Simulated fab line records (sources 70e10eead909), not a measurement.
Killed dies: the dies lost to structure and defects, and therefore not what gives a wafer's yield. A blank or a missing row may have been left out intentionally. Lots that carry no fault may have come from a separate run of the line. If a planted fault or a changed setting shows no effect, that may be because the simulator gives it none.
Which tool was responsible? -- flow nand harc -- 15 lots with 45 wafers sampled at 4 steps, on a route of 1302 steps

WHAT THE GAUGES READ, wafer by wafer
Not one reading of a measure or inspect step in the record can be checked against a usual standard deviation.

TOOL THAT RAN EACH LOT (tool first, then ch and the chambers of the sampled wafers, then the start)
lot,NHARC_A_CONTACT_ETCH_50,NHARC_A_CONTACT_ETCH_113,NHARC_A_CONTACT_ETCH_117,NHARC_A_CONTACT_ETCH_119
L816,"rie diel-13 ch 1,3, day 21 23:44 or earlier","har cap etch-02 ch 0,1, day 21 23:44","har cap etch-02 ch 0,1, day 22 00:25","har cap etch-02 ch 0,1, day 22 00:46"
L815,"rie diel-05 ch 1,2, day 22 02:46","har cap etch-02 ch 0,1, day 22 05:16","har cap etch-02 ch 0,1, day 22 05:57","har cap etch-02 ch 0,1, day 22 06:18"
L817,"rie diel-02 ch 0,1,2, day 22 05:13 or earlier","har cap etch-03 ch 0,1, day 22 05:13","har cap etch-03 ch 0,1, day 22 05:54","har cap etch-03 ch 0,1, day 22 06:15"
L818,"rie diel-02 ch 2,3, day 22 08:59 or earlier","har cap etch-03 ch 0,1, day 22 08:59","har cap etch-03 ch 0,1, day 22 09:41","har cap etch-03 ch 0,1, day 22 10:01"
L819,"rie diel-05 ch 0,2,3, day 22 23:29 or earlier","har cap etch-02 ch 0,1, day 22 23:29","har cap etch-02 ch 0,1, day 23 00:10","har cap etch-02 ch 0,1, day 23 00:30"
L825,"rie diel-13 ch 1,3, day 26 13:13 or earlier","har cap etch-01 ch 0,1, day 26 13:13","har cap etch-01 ch 0,1, day 26 13:53","har cap etch-01 ch 0,1, day 26 14:14"
L827,"rie diel-13 ch 1,2,3, day 26 17:17 or earlier","har cap etch-02 ch 0,1, day 26 17:17","har cap etch-02 ch 0,1, day 27 01:02","har cap etch-02 ch 0,1, day 27 01:22"
L828,"rie diel-13 ch 1,2,3, day 27 03:03 or earlier","har cap etch-03 ch 0,1, day 27 03:03","har cap etch-03 ch 0,1, day 27 03:58","har cap etch-03 ch 0,1, day 27 04:25"
L831,"rie diel-13 ch 1,2,3, day 28 07:12 or earlier","har cap etch-01 ch 0,1, day 28 07:12","har cap etch-01 ch 0,1, day 28 07:53","har cap etch-01 ch 0,1, day 28 08:14"
L832,"rie diel-05 ch 0,1,2, day 28 12:54 or earlier","har cap etch-02 ch 0,1, day 28 12:54","har cap etch-02 ch 0,1, day 28 13:35","har cap etch-02 ch 0,1, day 28 13:55"
L830,"rie diel-02 ch 1,2, day 28 15:56 or earlier","har cap etch-01 ch 0,1, day 28 15:56","har cap etch-01 ch 0,1, day 28 16:37","har cap etch-01 ch 0,1, day 28 16:57"
L833,"rie diel-02 ch 1,2, day 29 10:50 or earlier","har cap etch-03 ch 0,1, day 29 10:50","har cap etch-03 ch 0,1, day 29 11:31","har cap etch-03 ch 0,1, day 29 11:51"
L834,"rie diel-05 ch 0,3, day 29 14:36 or earlier","har cap etch-02 ch 0,1, day 29 14:36","har cap etch-02 ch 0,1, day 29 15:17","har cap etch-02 ch 0,1, day 29 15:38"
L836,"rie diel-02 ch 1,2,3, day 30 00:03 or earlier","har cap etch-02 ch 0,1, day 30 00:03","har cap etch-02 ch 0,1, day 30 00:44","har cap etch-02 ch 0,1, day 30 01:05"
L838,"rie diel-13 ch 1,3, day 31 07:19 or earlier","har cap etch-02 ch 0,1, day 31 07:19","har cap etch-02 ch 0,1, day 31 08:00","har cap etch-02 ch 0,1, day 31 08:20"
- NHARC_A_CONTACT_ETCH_50: etches the open film in CF4/CHF3, target depth 121 nm, time 60.5 s.
- NHARC_A_CONTACT_ETCH_113: etches the open film in C4F8/O2/Ar, time 190 s, target depth 1850 nm.
- NHARC_A_CONTACT_ETCH_117: etches the open film in C4F8/O2/Ar, time 190 s, target depth 1850 nm.
- NHARC_A_CONTACT_ETCH_119: etches the open film in C4F8/O2/Ar, time 190 s, target depth 1850 nm.

WHAT THE TOOLS THEMSELVES READ (means of the sampled wafers that have a number; where no wafer has one, the mark that the record gives instead)
NHARC_A_CONTACT_ETCH_50.
lot,tool,bias w (W),cf4 flow sccm (sccm),chamber pressure mTorr (mTorr),drypump motor current A (A),oes product au (a.u.),rf vpp V (V),showerhead plenum p Torr (Torr),throttle valve pct (%)
L816,rie diel-13,200.2,99.90,24.998,5.8,0.932,372.4,1.61,16.805
L815,rie diel-05,200.1,99.84,25.018,5.5,0.921,371.2,1.57,16.798
L817,rie diel-02,199.5,99.84,25.000,5.6,0.920,372.0,1.62,16.807
L818,rie diel-02,200.1,99.58,25.006,5.3,0.932,369.1,1.53,16.792
L819,rie diel-05,199.5,99.71,25.010,5.5,0.915,371.7,1.61,16.806
L825,rie diel-13,199.9,99.79,25.017,5.8,0.955,372.2,1.60,16.799
L827,rie diel-13,199.8,99.95,24.985,5.7,0.969,371.6,1.61,16.800
L828,rie diel-13,199.9,99.62,25.009,5.8,0.961,371.5,1.61,16.793
L831,rie diel-13,200.4,99.93,24.999,5.7,0.961,371.8,1.61,16.814
L832,rie diel-05,200.3,99.88,24.985,5.1,0.918,370.7,1.59,16.806
L830,rie diel-02,200.1,100.16,24.986,6.0,0.910,372.4,1.62,16.805
L833,rie diel-02,200.1,100.19,25.011,5.8,0.933,371.7,1.59,16.805
L834,rie diel-05,199.9,99.90,24.985,5.0,0.929,372.5,1.63,16.797
L836,rie diel-02,200.2,100.48,24.999,5.6,0.927,370.6,1.57,16.803
L838,rie diel-13,200.7,100.13,25.000,5.8,0.959,370.6,1.60,16.792

NHARC_A_CONTACT_ETCH_113.
lot,tool,chamber pressure mTorr (mTorr),oes air line au (a.u.)
L816,har cap etch-02,19.992,0.982
L815,har cap etch-02,20.018,0.995
L817,har cap etch-03,19.999,1.019
L818,har cap etch-03,19.988,1.018
L819,har cap etch-02,20.011,0.984
L825,har cap etch-01,-,-
L827,har cap etch-02,-,-
L828,har cap etch-03,-,-
L831,har cap etch-01,19.985,1.007
L832,har cap etch-02,20.019,1.000
L830,har cap etch-01,19.989,1.009
L833,har cap etch-03,20.011,1.006
L834,har cap etch-02,19.997,1.006
L836,har cap etch-02,19.985,0.983
L838,har cap etch-02,19.994,0.995

NHARC_A_CONTACT_ETCH_117.
lot,tool,chamber pressure mTorr (mTorr),oes air line au (a.u.)
L816,har cap etch-02,20.001,1.001
L815,har cap etch-02,20.007,0.990
L817,har cap etch-03,19.993,1.003
L818,har cap etch-03,20.004,1.017
L819,har cap etch-02,20.000,1.003
L825,har cap etch-01,20.007,0.988
L827,har cap etch-02,19.998,0.978
L828,har cap etch-03,20.005,0.998
L831,har cap etch-01,20.021,1.020
L832,har cap etch-02,20.000,1.011
L830,har cap etch-01,20.001,0.995
L833,har cap etch-03,20.019,1.019
L834,har cap etch-02,20.004,1.020
L836,har cap etch-02,19.996,0.974
L838,har cap etch-02,20.017,0.971

NHARC_A_CONTACT_ETCH_119.
lot,tool,chamber pressure mTorr (mTorr),oes air line au (a.u.)
L816,har cap etch-02,19.998,1.036
L815,har cap etch-02,19.993,1.032
L817,har cap etch-03,19.993,0.980
L818,har cap etch-03,19.991,1.008
L819,har cap etch-02,20.003,1.011
L825,har cap etch-01,19.995,0.986
L827,har cap etch-02,20.004,0.983
L828,har cap etch-03,20.004,1.017
L831,har cap etch-01,20.000,0.998
L832,har cap etch-02,19.997,0.975
L830,har cap etch-01,20.007,0.993
L833,har cap etch-03,19.989,1.030
L834,har cap etch-02,20.015,0.974
L836,har cap etch-02,19.985,1.030
L838,har cap etch-02,19.995,1.018

THE ANSWER, worked out from the rows above alone
Rule: usual is defined by the lots themselves. The widest of any qualifying gaps counts: lots, ordered by their means at a reading, are off when they make up no more than a third of the lots, leave a main group of 4 or more, and stand apart from it by 3 or more times the standard deviation of that group's means. A main group is skipped when, at the precision printed for the reading in the tables above, its means are all equal. Also off: a lot with no number at a reading for which 4 or more lots have one. All remaining lots with rows at the step are treated as sound. Order of review: gauges by route order, followed by the tools' own readings, for which a lot's mean as printed above is used. The first step at which some lot is off is used, and at that step the reading that is off furthest; a lot without a number counts as furthest.
Off: L825, L827, L828, at NHARC_A_CONTACT_ETCH_113 (chamber pressure mTorr). Without a number there: L825, L827, L828. The main group has a mean of 19.999 mTorr with a standard deviation of 0.012.
If a tool, at that step or one of the process steps before it, ran each lot that is off and ran no sound lot following the first of them, it fits. NHARC_A_CONTACT_ETCH_50 gives no start for some lots, so the hours and the order of its lots are those of NHARC_A_CONTACT_ETCH_113. None of those tried fits.

WHAT THE SIMULATOR HAD INSERTED
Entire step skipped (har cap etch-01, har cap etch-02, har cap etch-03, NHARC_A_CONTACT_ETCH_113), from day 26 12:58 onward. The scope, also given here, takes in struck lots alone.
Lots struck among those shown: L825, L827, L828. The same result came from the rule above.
